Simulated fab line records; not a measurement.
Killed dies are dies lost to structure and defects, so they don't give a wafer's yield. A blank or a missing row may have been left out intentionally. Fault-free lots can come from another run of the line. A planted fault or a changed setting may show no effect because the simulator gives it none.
Which tool was responsible? / flow nand-harc / 6 lots with 18 wafers sampled at 5 steps, on a route of 1302 steps

== WHAT THE GAUGES SHOWED, per wafer ==
NHARC_P_GATE_CD_MEAS_59 targets a cd of 720 nm.
lot=L668; measured=day 7 06:28; on=cd-sem-03; cd-nm (nm)=720.6 720.8 720.3
lot=L671; measured=day 8 20:52; on=cd-sem-02; cd-nm (nm)=719.6 720.1 723.5
lot=L675; measured=day 10 02:39; on=cd-sem-02; cd-nm (nm)=719.5 719.2 717.7
lot=L678; measured=day 11 14:41; on=cd-sem-03; cd-nm (nm)=720.7 718.7 721.5
lot=L685; measured=day 14 11:23; on=cd-sem-03; cd-nm (nm)=715.8 719.4 718.3
lot=L687; measured=day 15 01:04; on=cd-sem-01; cd-nm (nm)=719.6 723.2 722.3

== EACH LOT AND THE TOOL THAT RAN IT (in order: tool; ch and the chambers of the sampled wafers; start) ==
lot=L668; NHARC_P_GATE_ETCH_114=rie-diel-12 ch 0,1,2, day 6 18:11 or earlier; NHARC_P_GATE_ALD_36=ald-sin-03 ch 0,1,2, day 6 18:11; NHARC_P_GATE_STRIP_111=plasma-asher-02 ch 0,1, day 7 05:14; NHARC_P_GATE_EXPOSE_56=krf-scanner-01 ch 0, day 7 06:18
lot=L671; NHARC_P_GATE_ETCH_114=rie-diel-07 ch 1,2,3, day 8 06:21 or earlier; NHARC_P_GATE_ALD_36=ald-sin-01 ch 0,1, day 8 06:21; NHARC_P_GATE_STRIP_111=plasma-asher-02 ch 0,1, day 8 19:38; NHARC_P_GATE_EXPOSE_56=krf-scanner-01 ch 0, day 8 20:42
lot=L675; NHARC_P_GATE_ETCH_114=rie-diel-07 ch 0,2,3, day 9 14:20 or earlier; NHARC_P_GATE_ALD_36=ald-sin-03 ch 0,2, day 9 14:20; NHARC_P_GATE_STRIP_111=plasma-asher-01 ch 0,1, day 10 01:31; NHARC_P_GATE_EXPOSE_56=krf-scanner-02 ch 0, day 10 02:30
lot=L678; NHARC_P_GATE_ETCH_114=rie-diel-05 ch 1,2, day 11 04:38 or earlier; NHARC_P_GATE_ALD_36=ald-sin-03 ch 0,2,3, day 11 04:38; NHARC_P_GATE_STRIP_111=plasma-asher-01 ch 0,1, day 11 13:38; NHARC_P_GATE_EXPOSE_56=krf-scanner-01 ch 0, day 11 14:32
lot=L685; NHARC_P_GATE_ETCH_114=rie-diel-12 ch 0,3, day 13 23:20 or earlier; NHARC_P_GATE_ALD_36=ald-sin-01 ch 1,2, day 13 23:20; NHARC_P_GATE_STRIP_111=plasma-asher-01 ch 0,1, day 14 10:16; NHARC_P_GATE_EXPOSE_56=krf-scanner-02 ch 0, day 14 11:14
lot=L687; NHARC_P_GATE_ETCH_114=rie-diel-05 ch 0,1, day 14 13:47 or earlier; NHARC_P_GATE_ALD_36=ald-sin-04 ch 0,1,3, day 14 13:47; NHARC_P_GATE_STRIP_111=plasma-asher-02 ch 0,1, day 14 23:50; NHARC_P_GATE_EXPOSE_56=krf-scanner-03 ch 0, day 15 00:55
- NHARC_P_GATE_ETCH_114: etches the open film in CF4/O2, target depth 30 nm, overetch 3 nm, time 16.5 s.
- NHARC_P_GATE_ALD_36: deposits SiNx, target thk 20 nm, pulse time 60 s, ald cycles 223.
- NHARC_P_GATE_STRIP_111: strips in N2/H2, time 250 s.
- NHARC_P_GATE_EXPOSE_56: exposes mask P PSD, target cd 720 nm.

== THE ANSWER, worked out from the rows above alone ==
Rule: usual is defined by the lots themselves. The widest of any qualifying gaps counts: lots, ordered by their means at a reading, are off when they make up no more than a third of the lots, leave a main group of 4 or more, and stand apart from it by 3 or more times the standard deviation of that group's means. A main group is skipped when, at the precision printed for the reading in the tables above, its means are all equal. Also off: a lot with no number at a reading for which 4 or more lots have one. Where the step has rows for the other lots, those lots are counted as sound.
No lot is off at any reading shown: from this, nothing can be told.

== WHAT THE SIMULATOR HAD PUT IN ==
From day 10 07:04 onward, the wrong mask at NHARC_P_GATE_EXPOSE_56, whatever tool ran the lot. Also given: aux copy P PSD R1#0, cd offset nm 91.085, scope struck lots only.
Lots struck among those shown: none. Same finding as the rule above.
